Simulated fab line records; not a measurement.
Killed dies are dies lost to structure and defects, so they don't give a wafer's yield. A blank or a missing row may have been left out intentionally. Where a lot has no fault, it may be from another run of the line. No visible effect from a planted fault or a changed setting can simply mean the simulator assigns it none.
Matching of chambers ; flow n5-finfet ; N5_FIN_SAQP_HM_OPEN_33 on rie-diel-06: 4 sister chambers
The step chemistry CH3F/O2, target SiNx, target depth 49.4 nm, time 70.6 s. 4 wafers are shown with their chamber, then 7 later ones without.

== WAFERS WITH THEIR CHAMBER ==
wafer;chamber;showerhead-plenum-p-Torr (Torr)
L087.3;2;1.94
L089.5;0;2.07
L092.1;3;1.94
L092.2;1;2.03

== WAFERS WITHOUT THEIR CHAMBER ==
wafer;showerhead-plenum-p-Torr (Torr)
L092.5;2.03
L095.1;1.93
L095.4;2.06
L095.5;1.93
L097.1;2.06
L097.3;1.93
L097.5;1.93

== THE CHAMBER EACH PASSED THROUGH ==
wafer;from the rows above;in truth
L092.5;1;1
L095.1;can't be placed: 2 or 3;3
L095.4;0;0
L095.5;can't be placed: 2 or 3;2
L097.1;0;0
L097.3;can't be placed: 2 or 3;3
L097.5;can't be placed: 2 or 3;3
Correctly placed: 3 of 7. These rows do not allow placing 4 (true chamber among the candidates in 4). Number placed wrongly: 0.
How it was worked out, from the rows above alone: a wafer's distance from a chamber is the root of the sum, over the readings, of the square of ((its reading less the chamber's mean) divided by the reading's scatter). The wafer belongs to the nearest chamber; if the next one is less than 2 further off, it can't be placed. Each chamber's mean is taken over the wafers shown for it. The scatter: root of mean squared gap, hidden wafer to nearest shown wafer, with one shown wafer a chamber.
